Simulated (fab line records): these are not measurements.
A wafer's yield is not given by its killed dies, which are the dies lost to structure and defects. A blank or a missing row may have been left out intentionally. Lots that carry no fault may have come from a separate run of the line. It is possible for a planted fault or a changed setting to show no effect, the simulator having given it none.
Chamber matching | flow nand-harc | NHARC_A_CONTACT_ETCH_78 on rie-diel-03 has 4 sister chambers
The step etches the open film in O2/COS, target depth 5300 nm, time 1378 s. 18 wafers are shown with their chamber, then 9 later ones without.

## EACH WAFER AND ITS CHAMBER
wafer  | chamber | drypump-motor-current-A (A) | showerhead-plenum-p-Torr (Torr) | rf-vpp-V (V)
L524.1 | 3       | 6.2                         | 3.10                            | 312.5
L524.4 | 0       | 5.1                         | 3.37                            | 315.7
L524.5 | 1       | 6.7                         | 2.95                            | 313.2
L526.3 | 3       | 6.2                         | 3.10                            | 313.3
L526.5 | 3       | 6.2                         | 3.10                            | 314.0
L526.6 | 2       | 6.0                         | 2.89                            | 311.0
L528.3 | 3       | 6.2                         | 3.10                            | 313.4
L528.5 | 1       | 6.7                         | 2.94                            | 312.2
L528.6 | 0       | 5.1                         | 3.36                            | 316.4
L533.2 | 1       | 6.7                         | 2.94                            | 311.4
L533.4 | 3       | 6.2                         | 3.10                            | 314.8
L533.6 | 2       | 6.1                         | 2.89                            | 311.4
L532.3 | 3       | 6.2                         | 3.10                            | 313.3
L532.4 | 2       | 6.1                         | 2.89                            | 310.9
L532.6 | 1       | 6.7                         | 2.94                            | 311.9
L542.2 | 3       | 6.2                         | 3.09                            | 314.3
L542.3 | 2       | 6.0                         | 3.37                            | 318.4
L542.4 | 1       | 6.7                         | 2.93                            | 310.9

SIGNATURES, as means of the wafers listed above
reading                  | chamber 0 | chamber 1 | chamber 2 | chamber 3 | scatter within a chamber
drypump-motor-current-A  | 5.100     | 6.700     | 6.050     | 6.200     | 0.0267
showerhead-plenum-p-Torr | 3.3650    | 2.9400    | 3.0100    | 3.0986    | 0.111
rf-vpp-V                 | 316.050   | 311.920   | 312.925   | 313.657   | 1.83
Rule: distance of a wafer from a chamber = root of the sum over the readings of ((wafer's reading minus chamber's mean) / reading's scatter) squared. If the next closest chamber is less than 2 further off than the closest, the wafer can't be placed; otherwise it belongs to the closest. The scatter: take each reading less its chamber's mean, square it, sum over the shown wafers, divide by the number of wafers less the number of chambers, and take the root.

## WAFERS MISSING THEIR CHAMBER
wafer  | drypump-motor-current-A (A) | showerhead-plenum-p-Torr (Torr) | rf-vpp-V (V)
L543.1 | 5.1                         | 3.35                            | 318.7
L543.2 | 6.2                         | 3.09                            | 313.4
L543.3 | 6.7                         | 2.93                            | 310.9
L544.1 | 6.7                         | 2.93                            | 312.0
L544.2 | 6.1                         | 3.37                            | 317.9
L544.5 | 6.0                         | 3.37                            | 317.6
L545.2 | 6.0                         | 3.36                            | 317.7
L545.4 | 6.7                         | 2.93                            | 310.5
L545.6 | 6.2                         | 3.09                            | 315.0

## WHICH CHAMBER EACH WENT THROUGH
wafer  | from the rows above     | in truth
L543.1 | 0                       | 0
L543.2 | 3                       | 3
L543.3 | 1                       | 1
L544.1 | 1                       | 1
L544.2 | can't be placed: 2 or 3 | 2
L544.5 | 2                       | 2
L545.2 | 2                       | 2
L545.4 | 1                       | 1
L545.6 | 3                       | 3
Placed correctly: 8 of 9. Not placeable from these rows: 1 (in 1, the candidates include the true chamber). Wrongly placed: 0.
